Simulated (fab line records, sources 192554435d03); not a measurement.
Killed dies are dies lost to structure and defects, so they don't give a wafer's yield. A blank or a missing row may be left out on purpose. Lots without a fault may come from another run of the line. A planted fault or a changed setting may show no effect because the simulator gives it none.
A struck lot beside a sound one | flow n5_finfet | 38 steps out of a route of 1938
Sound: wafers L253.2, L253.5, L253.6. Struck: wafer L246.1. (L246.6 of the same lot was not struck and is left out.) The cause comes at the end.
At each step with rows: each side's tool, then ch and its chambers, then its first start. Under that, the readings that differ: sound wafers | struck wafers | difference of the means | sigmas: that difference in standard deviations of wafers without a fault.
alike: readings whose means differ by less than 2 such deviations, and words and numbers that are the same on both sides. not compared: withheld readings, readings that some wafer has no value for, bounds like >300 that may hide the same value, and numbers for which the record gives no deviation and whose values overlap.
The two part at a step that has a row with sigmas, a row that says differs or no value, or rows on one side only. Numbers that don't overlap but have no deviation are shown without sigmas and don't part them. A reading that every wafer of one side lacks parts them only if that side has two wafers or more.

first, 9 steps without rows for these wafers: N5_BEOL_M8_DESCUM_33 (chemistry O2, time 7 s); N5_BEOL_M8_ETCH_72 (etches underlayer in N2/H2, target depth 6.5 nm, time 5.2 s); N5_BEOL_M8_ETCH_65 (etches SiARC in CF4, target depth 15.6 nm, time 26 s); N5_BEOL_M8_ETCH_66 (etches SOC in N2/H2, target depth 80 nm, overetch 16 nm, time 120 s); N5_BEOL_M8_STRIP_69 (strips in N2/H2); N5_BEOL_M8_STRIP_73 (strips in N2/H2); N5_BEOL_M8_VIA_ETCH_34 (etches SiCOH lowk in C4F6/O2, target depth 125.5 nm, time 50.5 s); N5_BEOL_M8_STRIP_76 (strips in C4F6/O2); N5_BEOL_M8_STRIP_36 (strips in N2/H2).
N5_BEOL_M8_TRENCH_ETCH_37: etches SiCOH lowk in C4F6/O2, target depth 93.478 nm, time 31.2 s.
  sound on rie_diel-04 ch 0,1,3, day 15 19:44; struck on rie_diel-06 ch 2, day 13 13:44
  reading                             | sound             | struck | difference | sigmas
  run_length_s (s)                    | 54.8 54.2 54.2    | 47.6   | -6.8       | -19
  model.BEOL_M8.feature_depth_nm (nm) | 92.2 91.2 96.2    | 75.4   | -17.8      |
  model.etch.depth_nm (nm)            | 92.26 91.21 96.15 | 75.38  | -17.83     |
  alike: C4F6_flow_sccm, chamber_pressure_mTorr, drypump_motor_current_A, oes_product_au, rf_vpp_V, showerhead_plenum_p_Torr, throttle_valve_pct
  not compared: rf_hours_counter_h, model.TiN_of_BEOL_M8_HM_DEP_02.thk_nm
then, 2 steps without rows for these wafers: N5_BEOL_M8_ETCH_41 (etches SiCN in CH3F/O2, target depth 31.9 nm, time 57.8 s); N5_BEOL_M8_STRIP_80 (strips in N2/H2, time 10 s).
N5_BEOL_M8_OCD_MEAS_38:
  sound on ocd-02, day 15 19:53; struck on ocd-02, day 13 13:53
  reading              | sound          | struck | difference | sigmas
  trench_depth_nm (nm) | 92.0 90.9 96.6 | 75.4   | -17.8      | -8
then, 13 steps without rows for these wafers: N5_BEOL_M8_HM_STRIP_39 (strips TiN in peroxide tin strip, target depth 25 nm, time 158 s); N5_BEOL_M8_SRD_40 (time 30 s); N5_BEOL_M8_PRECLEAN_42 (cleans in residue remover, time 60 s); N5_BEOL_M8_SRD_43 (time 30 s); N5_BEOL_M8_CURE_75 (cures SiCOH lowk, time 120 s); N5_BEOL_M8_DEGAS_44 (time 60 s); N5_BEOL_M8_PRE_CLEAN_45 (time 30 s); N5_BEOL_M8_ALD_77 (deposits TaN, target thk 2 nm, pulse time 2 s, purge time 3 s); N5_BEOL_M8_SURFACE_TREAT_79; N5_BEOL_M8_CVD_78 (deposits Co from CCTBA/H2, target thk 2 nm, time 142.3 s); N5_BEOL_M8_SPUTTER_48 (material Cu, target thk 10 nm, time 1.667 s); N5_BEOL_M8_ECD_50 (material Cu, target thk 300 nm); N5_BEOL_M8_ANNEAL_51 (time 90 s).
N5_BEOL_M8_CMP_52: polishes, stops on SiCOH lowk, t overpolish 6.9 s, target thk 80 nm.
  sound on cmp-02 ch 1,2, day 15 21:45; struck on cmp-01 ch 0, day 13 15:57
  reading                                | sound             | struck | difference | sigmas
  overpolish_run_s (s)                   | 6.898 6.915 6.904 | 6.887  | -0.019     | -2
  model.Cu_of_BEOL_M8_ECD_50.thk_nm (nm) | 78.6 76.2 82.8    | 61.2   | -18.0      |
  alike: barrier_field_endpoint_s, motor_current_A, time_to_endpoint_s
N5_BEOL_M8_THK_MEAS_53: measures by xrf.
  sound on film_metro-01, day 15 22:01; struck on film_metro-02, day 13 16:15
  reading     | sound          | struck | difference | sigmas
  M8_THK (nm) | 79.8 77.3 84.3 | 61.6   | -18.9      | -7
then, 2 steps without rows for these wafers: N5_BEOL_M8_PRE_CLEAN_55 (time 15 s); N5_BEOL_M8_DEP_56 (deposits SiCN from 3MS/NH3, target thk 10 nm, time 17.5 s).
N5_BEOL_M8_RS_MEAS_57: measures by four-point-probe.
  sound on film_metro-02, day 15 22:08; struck on film_metro-02, day 13 16:23
  reading        | sound             | struck | difference | sigmas
  M8_RS (ohm/sq) | 0.291 0.303 0.274 | 0.393  | +0.104     | +9
then, 5 steps without rows for these wafers: N5_BEOL_M9_ILD_DEP_00 (deposits SiCOH lowk from DEMS/porogen, target thk 308.51 nm, time 58 s); N5_BEOL_M9_CURE_71 (cures SiCOH lowk, time 240 s); N5_BEOL_M9_PECVD_70 (deposits SiO2 from TEOS/O2, target thk 20 nm, time 22.7 s); N5_BEOL_M9_HM_DEP_02 (deposits TiN, target thk 20 nm); N5_BEOL_M9_COAT_59 (time 60 s, resist thk 100 nm).
-- the record jumps here: 2 days lie between the struck wafers' starts before and after (it left off in module BEOL_M9 and takes up again in module BEOL_M15, whose first step shown is number 1830 of the route) --
N5_BEOL_M15_RC_MEAS_101:
  sound on prober-02 ch 0, day 18 04:31; struck on prober-02 ch 0, day 15 20:22
  reading                   | sound          | struck | difference | sigmas
  SERP_M8 (ohm/um)          | 14.4 15.6 13.4 | 19.0   | +4.5       | +6
  SERP_M8_max_site (ohm/um) | 15.4 16.1 13.7 | 19.4   | +4.3       | +5
  alike: COMB_M10, COMB_M11, COMB_M11_max_site, COMB_M12, COMB_M13, COMB_M14, COMB_M15, COMB_M5, COMB_M6, COMB_M7, COMB_M9, SERP_M10, SERP_M11, SERP_M12, SERP_M13, SERP_M14, SERP_M5, SERP_M6, SERP_M7, SERP_M9, SERP_M9_max_site
N5_PASSIVATION_PROBE_49:
  sound on prober-01, day 18 21:53; struck on prober-01, day 16 11:30
  alike: defect_limited_yield, killed_at_M0_to_M3, killed_at_M4_up, killed_at_contacts, killed_at_front_end, killed_at_other, killed_dies, killed_open, killed_short, sort_bin_5_function, sort_bin_6_memory, sort_bin_8_speed, sort_n_pass

WHERE THEY PART
First at N5_BEOL_M8_TRENCH_ETCH_37; last, within this record, at N5_BEOL_M15_RC_MEAS_101. Later steps at which nothing parts them and some readings are alike: N5_PASSIVATION_PROBE_49.

WHY: what the simulator had put in
Process parameter drift: rie_diel-06, from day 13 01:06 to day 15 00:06, at N5_BEOL_M8_TRENCH_ETCH_37. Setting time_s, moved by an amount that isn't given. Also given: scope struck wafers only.
